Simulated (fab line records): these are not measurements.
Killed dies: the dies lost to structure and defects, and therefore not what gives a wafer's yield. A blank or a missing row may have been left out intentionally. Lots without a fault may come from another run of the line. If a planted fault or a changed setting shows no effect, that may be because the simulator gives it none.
Comparing a struck lot with a sound one ; flow n5 finfet ; 15 out of 1938 route steps
Sound: wafers L533.1, L533.3, L533.4. Struck: wafer L537.3. (L537.2, L537.4 of the same lot were not struck and are left out.) The cause comes at the end.
Each step with rows lists, per side, the tool, then ch with its chambers, then its first start. Under that, the readings that differ: sound wafers ; struck wafers ; difference of the means ; sigmas: that difference in standard deviations of wafers without a fault.
alike: same words and numbers on both sides, and readings whose means sit less than 2 such deviations apart. not compared: any withheld reading, any reading some wafer has no value for, any bound like >300 that may hide the same value, and any number with overlapping values for which the record gives no deviation.
A row with sigmas, a row that says differs or no value, or rows on one side alone: a step with any of these is where the two part. When numbers do not overlap yet have no deviation, they are printed without sigmas and do not part them. Lack of a reading on every wafer of one side parts them only where that side has two or more wafers.

N5_BEOL_M11_TRENCH_ETCH_37: etches SiCOH lowk in C4F6/O2, target depth 148.83 nm, time 48 s.
  sound: rie diel-03 ch 1,3; struck: rie diel-03 ch 2
reading;sound;struck;difference;sigmas
drypump motor current A (A);6.3 5.7 6.3;5.0;-1.1;-2
throttle valve pct (%);21.03 21.11 21.05;20.50;-0.56;-3
  alike: oes product au, rf vpp V, showerhead plenum p Torr
  not compared: rf hours counter h
N5_BEOL_M11_ETCH_41: etches SiCN in CH3F/O2, target depth 42.6 nm, time 86 s.
  sound: rie diel-03 ch 1,3; struck: rie diel-03 ch 2
reading;sound;struck;difference;sigmas
drypump motor current A (A);6.3 5.7 6.3;5.0;-1.1;-2
throttle valve pct (%);16.32 16.55 16.31;15.92;-0.47;-3
  alike: oes product au, rf vpp V, showerhead plenum p Torr
  not compared: rf hours counter h
then, 1 step without rows for these wafers: N5_BEOL_M11_STRIP_77 (strips in N2/H2, time 10 s).
N5_BEOL_M11_OCD_MEAS_38:
  sound on ocd-02, day 10 19:17; struck on ocd-01, day 11 09:10
  alike: trench depth nm
then, 4 steps without rows for these wafers: N5_BEOL_M11_HM_STRIP_39 (strips TiN in peroxide tin strip, target depth 25 nm, time 158 s); N5_BEOL_M11_SRD_40 (time 30 s); N5_BEOL_M11_PRECLEAN_42 (cleans in residue remover, time 60 s); N5_BEOL_M11_SRD_43 (time 30 s).
N5_BEOL_M11_CD_MEAS_35: the cd target is 70 nm.
  sound on cd sem-03, day 10 19:26; struck on cd sem-02, day 11 09:19
  alike: cd nm
then, 1 step without rows for these wafers: N5_BEOL_M11_CURE_72 (cures SiCOH lowk, time 120 s).
N5_BEOL_M11_DEGAS_44: time 60 s.
  sound on pvd sputter-01, day 10 19:56; struck on pvd sputter-03, day 11 09:43
  alike: heater power w, susceptor temp C
N5_BEOL_M11_PRE_CLEAN_45: time 30 s.
  sound on pvd sputter-01, day 10 19:58; struck on pvd sputter-03, day 11 09:45
reading;sound;struck;difference;sigmas
susceptor temp C (C);249.97 250.18 250.19;250.51;+0.40;+2
  alike: heater power w
N5_BEOL_M11_ALD_74: deposits TaN, target thk 2 nm, pulse time 2 s, purge time 3 s.
  sound on ald metal-03 ch 0,1,2, day 10 20:02; struck on ald metal-01 ch 2, day 11 09:49
reading;sound;struck;difference;sigmas
ald cycles;40 40 40;37;-3;
  alike: heater power w
  not compared: susceptor temp C
N5_BEOL_M11_SURFACE_TREAT_76:
  sound on pvd sputter-03, day 10 20:21; struck on pvd sputter-03, day 11 10:10
  not compared: throttle valve pct
N5_PASSIVATION_PROBE_49:
  sound on prober-02, day 12 09:47; struck on prober-02, day 13 03:38
reading;sound;struck;difference;sigmas
killed at front end;55 43 32;23;-20;-2
  alike: defect limited yield, killed_at_M0_to_M3, killed_at_M4_up, killed at contacts, killed at other, killed dies, killed open, killed short, sort_bin_5_function, sort_bin_6_memory, sort n pass, sort yield pct

## WHERE THEY PART
Earliest at N5_BEOL_M11_TRENCH_ETCH_37; latest, in this record, at N5_PASSIVATION_PROBE_49.

WHY: what the simulator had put in
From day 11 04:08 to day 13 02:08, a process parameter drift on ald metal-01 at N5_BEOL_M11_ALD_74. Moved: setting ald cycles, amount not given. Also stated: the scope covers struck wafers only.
